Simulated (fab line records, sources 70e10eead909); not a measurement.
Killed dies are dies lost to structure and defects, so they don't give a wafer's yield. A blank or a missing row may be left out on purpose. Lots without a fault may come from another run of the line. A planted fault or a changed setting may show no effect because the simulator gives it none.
Problem report in the 8D (eight disciplines) form, filled by code | flow nand_harc | the parts of the form that need people (team, actions taken, sign-off) are left out

1. THE PROBLEM
time_to_endpoint_s at NHARC_P_M2_CMP_23 reads a mean of 46 s on 4 wafers of 2 lots; wafers without a fault read 28 s with a standard deviation of 3.2. That is +5.6 standard deviations from the usual mean.
The step: polishes, t overpolish 20 s, target thk 144.3 nm.
First seen on wafer L316.4, day 10 11:28, on cmp-01. The record holds 33 wafers of 11 lots with a number at this step. Rule for "out", or "out of limits": more than 4 standard deviations from the usual mean. The other wafers with a number count as sound.

2. WHAT IT IS AND WHAT IT IS NOT
question                    | is                             | is not
which readings at this step | time_to_endpoint_s             | motor_current_A, slurry_filter_dp_kPa
which lots                  | L314, L316                     | L300, L302, L303, L305, L306, L318, L319, L321, L323
which wafers of those lots  | L314.1, L316.1, L316.4, L316.5 | L314.2, L314.3
read on which tools         | cmp-01, cmp-04                 | cmp-03
when                        | from day 10 11:28              | up to then (15 sound wafers); but 14 sound wafers of L314, L318, L319, L321, L323 came after

3. SUSPECTS, AND WHAT RULES EACH OUT
Counting: a tool at a process step up to the reading stays a suspect if it ran every lot that is out. Sound lots after the first of them don't rule it out here, since some wafers of a struck lot are sound.
- ecd_cu-02 at NHARC_P_M2_ECD_22 (material Cu, target thk 400 nm): kept. It ran every lot that is out, first L316 (day 10 10:46); its last sound lot up to then is L303 (day 7 02:48).
Left after counting: ecd_cu-02 at NHARC_P_M2_ECD_22.

4. THE CAUSE (what the simulator had put in)
Process parameter drift: ecd_cu-02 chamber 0, from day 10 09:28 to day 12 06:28, at NHARC_P_M2_ECD_22. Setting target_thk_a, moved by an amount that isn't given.
Counting left only this tool.

5. THE CHAIN OF EFFECTS, in route order
Each row: a reading whose mean over the struck wafers that have a number lies more than 3 standard deviations from the usual. Only readings for which the record gives a usual standard deviation are gone through. hours: the time from each lot's start at the first step in this table that gives one to its start at this step, as a median over the lots. sigmas: the change in usual standard deviations.
hours | step              | reading            | usual | on struck wafers | change | sigmas
0     | NHARC_P_M2_CMP_23 | time_to_endpoint_s | 28 s  | 46               | +18    | +5.6
The process steps in it:
- NHARC_P_M2_CMP_23: polishes, t overpolish 20 s, target thk 144.3 nm.

6. WHAT WOULD HAVE CAUGHT IT SOONER
In this record the first reading out of limits was taken at day 10 11:28, 2 hours after the fault began at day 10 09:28.
Of the lots that are out (2), L314 began NHARC_P_M2_ECD_22 on ecd_cu-02 after day 10 11:28. A hold on the tool at that time would have spared it.
